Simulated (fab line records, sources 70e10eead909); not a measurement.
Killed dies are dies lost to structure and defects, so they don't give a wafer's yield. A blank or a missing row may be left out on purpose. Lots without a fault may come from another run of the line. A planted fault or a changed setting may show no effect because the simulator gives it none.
A struck lot beside a sound one | flow nand_harc | 18 steps out of a route of 1159
Sound: wafers L557.1, L557.5, L557.6. Struck: wafers L563.1, L563.2, L563.5. The cause comes at the end.
At each step with rows: each side's tool, then ch and its chambers, then its first start. Under that, the readings that differ: sound wafers | struck wafers | difference of the means | sigmas: that difference in standard deviations of wafers without a fault.
alike: readings whose means differ by less than 2 such deviations, and words and numbers that are the same on both sides. not compared: withheld readings, readings that some wafer has no value for, bounds like >300 that may hide the same value, and numbers for which the record gives no deviation and whose values overlap.
The two part at a step that has a row with sigmas, a row that says differs or no value, or rows on one side only. Numbers that don't overlap but have no deviation are shown without sigmas and don't part them. A reading that every wafer of one side lacks parts them only if that side has two wafers or more.

NHARC_P_M2_PRE_CLEAN_32: time 12 s.
  sound on pecvd-04 ch 0,1, day 7 15:32; struck on pecvd-03 ch 0,1, day 9 10:47
  alike: heater_power_w
NHARC_P_M2_DEP_33: deposits SiCN, target thk 30 nm.
  sound on pecvd-04 ch 0,1, day 7 15:37; struck on pecvd-03 ch 0,1, day 9 10:52
  alike: chamber_pressure_Torr, heater_power_w
NHARC_P_BONDPAD_DEP_00: deposits SiCN, target thk 250 nm.
  sound on pecvd-01 ch 0,1, day 7 16:08; struck on pecvd-01 ch 0,1,2, day 9 11:18
  alike: chamber_pressure_Torr, heater_power_w
NHARC_P_BONDPAD_CMP_32: polishes SiCN, target thk 200 nm.
  sound on cmp-03 ch 0,2,3, day 7 16:38; struck on cmp-01 ch 2,3, day 9 11:44
  alike: motor_current_A, slurry_filter_dp_kPa
NHARC_P_BONDPAD_THK_MEAS_33: measures by ellipsometry.
  sound on film_metro-02, day 7 16:50; struck on film_metro-02, day 9 11:58
  alike: thk_nm
then, 7 steps without rows for these wafers: NHARC_P_BONDPAD_SRD_34; NHARC_P_BONDPAD_DEHYDRATE_01 (time 120 s); NHARC_P_BONDPAD_HMDS_02 (time 30 s); NHARC_P_BONDPAD_COAT_36 (time 65 s); NHARC_P_BONDPAD_COAT_03 (resist thk 600 nm); NHARC_P_BONDPAD_SOFTBAKE_04 (time 70 s); NHARC_P_BONDPAD_EBR_05.
NHARC_P_BONDPAD_EXPOSE_06: exposes mask P BPAD.
  sound on krf_scanner-02 ch 0, day 7 17:15; struck on krf_scanner-03 ch 0, day 9 12:15
  reading              | sound             | struck            | difference | sigmas
  exposure_dose_mJ_cm2 | 37.05 37.03 37.10 | 46.68 46.72 46.71 | +9.64      | +99 or more
  alike: mask, stage_vel_mm_s
then, 2 steps without rows for these wafers: NHARC_P_BONDPAD_PEB_07 (peb time 80 s); NHARC_P_BONDPAD_DEVELOP_08 (time 50 s).
NHARC_P_BONDPAD_CD_MEAS_09: target cd 500 nm.
  sound on cd_sem-03 ch 0, day 7 17:24; struck on cd_sem-03 ch 0, day 9 12:24
  reading    | sound             | struck            | difference | sigmas
  cd_nm (nm) | 499.3 498.2 502.1 | 511.4 505.8 507.5 | +8.4       | +3
NHARC_P_BONDPAD_OVL_MEAS_38:
  sound on overlay-02, day 7 17:29; struck on overlay-01, day 9 12:29
  reading           | sound    | struck      | difference | sigmas
  overlay_x_nm (nm) | 19 17 17 | -11 -11 -11 | -29        | -4
  alike: overlay_y_nm
-- the record jumps here: 16 days lie between the struck wafers' starts before and after (it left off in module P_BONDPAD and takes up again in module END, whose first step shown is number 1159 of the route) --
NHARC_END_SORT_01:
  sound on prober-02 ch 0, day 24 03:44; struck on prober-02 ch 0, day 25 03:01
  reading                  | sound          | struck         | difference | sigmas
  defect_limited_yield (%) | 96.9 97.3 98.7 | 92.5 93.4 94.2 | -4.3       | -3
  killed_at_array          | 19 13 8        | 46 40 38       | +28        | +2
  killed_dies              | 21 18 9        | 51 45 39       | +29        | +2
  sort_bin_2_pct (%)       | 0.3 0.9 0.4    | 2.4 2.8 2.1    | +1.9       | +3
  sort_n_pass              | 656 659 668    | 626 632 638    | -29        | -2
  sort_yield_pct (%)       | 96.9 97.3 98.7 | 92.5 93.4 94.2 | -4.3       | -3
  alike: killed_at_other, killed_at_periphery, killed_open, killed_short, sort_bin_3_pct, sort_bin_4_pct, sort_rim_yield_pct

WHERE THEY PART
First at NHARC_P_BONDPAD_EXPOSE_06; last, within this record, at NHARC_END_SORT_01.

WHY: what the simulator had put in
Process parameter drift: krf_scanner-03, from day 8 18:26 on, at NHARC_P_BONDPAD_EXPOSE_06. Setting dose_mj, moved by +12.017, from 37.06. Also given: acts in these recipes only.
